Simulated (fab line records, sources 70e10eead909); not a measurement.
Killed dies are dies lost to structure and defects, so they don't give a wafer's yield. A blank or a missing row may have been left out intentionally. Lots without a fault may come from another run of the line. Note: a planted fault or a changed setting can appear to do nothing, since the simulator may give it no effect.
Chamber matching + flow nand-harc + NHARC_P_M1_PRE_CLEAN_32 on pecvd-03: 3 sister chambers
The step time 12 s. 3 wafers are shown with their chamber, then 8 later ones without.

WAFERS PAIRED WITH THEIR CHAMBERS
| wafer  | chamber | heater-power-w (W) |
|--------|---------|--------------------|
| L943.4 | 1       | 565                |
| L952.5 | 2       | 623                |
| L953.2 | 0       | 611                |

WAFERS WITHOUT THEIR CHAMBER
| wafer  | heater-power-w (W) |
|--------|--------------------|
| L953.3 | 647                |
| L953.6 | 538                |
| L955.2 | 580                |
| L955.3 | 687                |
| L955.6 | 691                |
| L956.1 | 556                |
| L956.3 | 557                |
| L956.6 | 629                |

WHICH CHAMBER EACH ONE RAN IN
| wafer  | from the rows above          | in truth |
|--------|------------------------------|----------|
| L953.3 | can't be placed: 2 or 0 or 1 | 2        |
| L953.6 | can't be placed: 1 or 0 or 2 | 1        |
| L955.2 | can't be placed: 1 or 0 or 2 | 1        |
| L955.3 | can't be placed: 2 or 0 or 1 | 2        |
| L955.6 | can't be placed: 2 or 0 or 1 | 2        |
| L956.1 | can't be placed: 1 or 0 or 2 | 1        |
| L956.3 | can't be placed: 1 or 0 or 2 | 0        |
| L956.6 | can't be placed: 2 or 0 or 1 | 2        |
Placed correctly: 0 of 8. Can't be placed from these rows: 8 (the true chamber is among the candidates in 8). 0 placed wrongly.
How it was worked out, from the rows above alone: a wafer's distance from a chamber is the root of the sum, over the readings, of the square of ((its reading less the chamber's mean) divided by the reading's scatter). The wafer belongs to the nearest chamber; if the next one is less than 2 further off, it can't be placed. The mean given for a chamber averages the wafers shown for that chamber. The scatter: root of mean squared gap, hidden wafer to nearest shown wafer, with one shown wafer a chamber.
